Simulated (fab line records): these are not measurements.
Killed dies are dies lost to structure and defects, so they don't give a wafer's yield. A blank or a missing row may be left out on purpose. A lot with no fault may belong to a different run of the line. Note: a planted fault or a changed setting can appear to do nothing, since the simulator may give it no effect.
Which tool was responsible? | flow nand harc | at 1 step of a route of 1159, 13 lots with 39 wafers sampled

== WHAT THE GAUGES READ, wafer by wafer ==
NHARC_A_SGD_CUT_CD_MEAS_09: the cd target is 100 nm. Usual: 100.3 nm for cd nm, sd 0.52.
lot  | measured     | on        | cd nm (nm)        | flag
L593 | day 13 22:37 | cd sem-01 | 99.8 100.5 100.1  |
L595 | day 13 22:49 | cd sem-01 | 100.3 101.4 100.5 |
L596 | day 14 13:32 | cd sem-02 | 100.6 100.8 99.8  |
L597 | day 14 20:23 | cd sem-02 | 100.2 100.2 100.4 |
L599 | day 15 05:04 | cd sem-02 | 100.3 100.5 100.5 |
L600 | day 15 14:13 | cd sem-02 | 100.2 100.7 100.1 |
L603 | day 16 00:07 | cd sem-03 | 100.6 100.0 100.5 |
L601 | day 16 00:16 | cd sem-03 | 100.8 100.2 100.5 |
L606 | day 16 22:08 | cd sem-02 | 100.3 99.7 100.3  |
L612 | day 18 12:21 | cd sem-01 | 101.1 100.2 100.2 |
L611 | day 18 12:38 | cd sem-03 | 99.6 100.4 100.6  |
L616 | day 19 14:37 | cd sem-03 | 99.8 100.4 100.1  |
L614 | day 20 00:41 | cd sem-03 | 100.2 100.5 100.5 |

== TOOL THAT RAN EACH LOT (tool first, then ch and the chambers of the sampled wafers, then the start) ==
No process step before these readings appears in the record.

== AS READ BY THE TOOLS THEMSELVES (means over the sampled wafers that have a number; for cases with no such wafer, the mark the record gives instead) ==
The record holds no such reading with a usual standard deviation.

== THE ANSWER, worked out from the rows above alone ==
Rule: a lot is off if the mean of its wafers that have a number lies more than 3 standard deviations from the usual mean. Also off: a lot with no number at a reading for which 4 or more lots have one. The other lots that the step has rows for count as sound. Order of review: gauges by route order, followed by the tools' own readings, for which a lot's mean as printed above is used. At the first step where some lot is off, the reading lying furthest off is the one used; lots without a number count as furthest.
No lot is off on any of the readings shown, so nothing can be concluded from this.

== WHAT THE SIMULATOR HAD INSERTED ==
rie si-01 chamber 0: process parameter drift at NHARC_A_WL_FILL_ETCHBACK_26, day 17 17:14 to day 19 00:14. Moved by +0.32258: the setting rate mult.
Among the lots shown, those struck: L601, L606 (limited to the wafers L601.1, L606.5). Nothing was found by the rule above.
